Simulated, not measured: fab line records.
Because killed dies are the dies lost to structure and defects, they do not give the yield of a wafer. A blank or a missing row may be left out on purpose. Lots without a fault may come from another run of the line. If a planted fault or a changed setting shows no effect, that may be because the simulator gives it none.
Problem report in the 8D (eight disciplines) form, filled by code ; flow nandHarc ; the parts of the form that need people (team, actions taken, sign-off) are left out

1. WHAT IS WRONG
At NHARC_END_SORT_01, killedAtArray averages 172 over 6 wafers from 2 lots, while fault-free wafers read 55, standard deviation 19. That is +6.2 standard deviations from the usual mean.
Earliest sighting: wafer L825.1 on prober-02 at day 30 20:07. Wafers with a number at this step in the record: 6, from 2 lots. Rule for "out" (also "out of limits"): further than 4 standard deviations from the usual mean. The rest of the wafers with a number are treated as sound.

2. WHAT IT IS; WHAT IT IS NOT
question;is;is not
which readings at this step;killedAtArray, killedDies;killedAtOther, killedAtPeriphery, killedOpen
which lots;L823, L825;-
which wafers of those lots;all that have a number;-
read on which gauges;prober-01, prober-02;-
when;from day 30 20:07;up to then (0 sound wafers)

3. SUSPECTS, AND WHAT RULES EACH OUT
Counting: a tool stays on the suspect list if, at a process step up to the reading, it processed all lots that are out and no sound lot following the first of them.
- the gauge at NHARC_END_SORT_01 is ruled out. The wafers that are out were read on 2 gauges (prober-01, prober-02).
- rieDiel-04 at NHARC_A_STAIRCASE_ETCH_15 (etches the open film in C4F8/O2, target depth 100 nm, time 40.5 s): kept. It ran every lot that is out, first L823 (day 21 15:23), and no sound lot after that.
Remaining after the count: rieDiel-04 at NHARC_A_STAIRCASE_ETCH_15.

4. THE CAUSE (what the simulator had put in)
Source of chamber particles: rieDiel-04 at NHARC_A_STAIRCASE_ETCH_15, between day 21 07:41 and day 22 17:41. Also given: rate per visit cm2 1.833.
This tool alone remained once counting was done.

5. THE CHAIN OF EFFECTS, in route order
Each row: a reading where the mean over the struck wafers with a number is more than 3 standard deviations away from the usual. Only readings whose record carries a usual standard deviation are examined. hours: median over the lots of the time between each lot's start at the first step of this table that gives one and its start at this step. sigmas: the change, counted in usual standard deviations.
hours;step;reading;usual;on struck wafers;change;sigmas
0;NHARC_END_SORT_01;killedAtArray;55;172;+117;+6.2
0;NHARC_END_SORT_01;killedDies;60;175;+115;+6.1

6. HOW IT WOULD HAVE BEEN CAUGHT EARLIER
228 hours passed between the start of the fault at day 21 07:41 and the first reading out of limits at a measuring or inspecting step in this record, taken at day 30 20:07.
No tool reading at NHARC_A_STAIRCASE_ETCH_15 that has a usual standard deviation in the record was out on any struck wafer, so an alarm limit of 4 standard deviations on those readings would not have fired.
Lots out: 2; all had begun NHARC_A_STAIRCASE_ETCH_15 on rieDiel-04 by day 30 20:07. A hold on the tool at that time would have spared none of them.
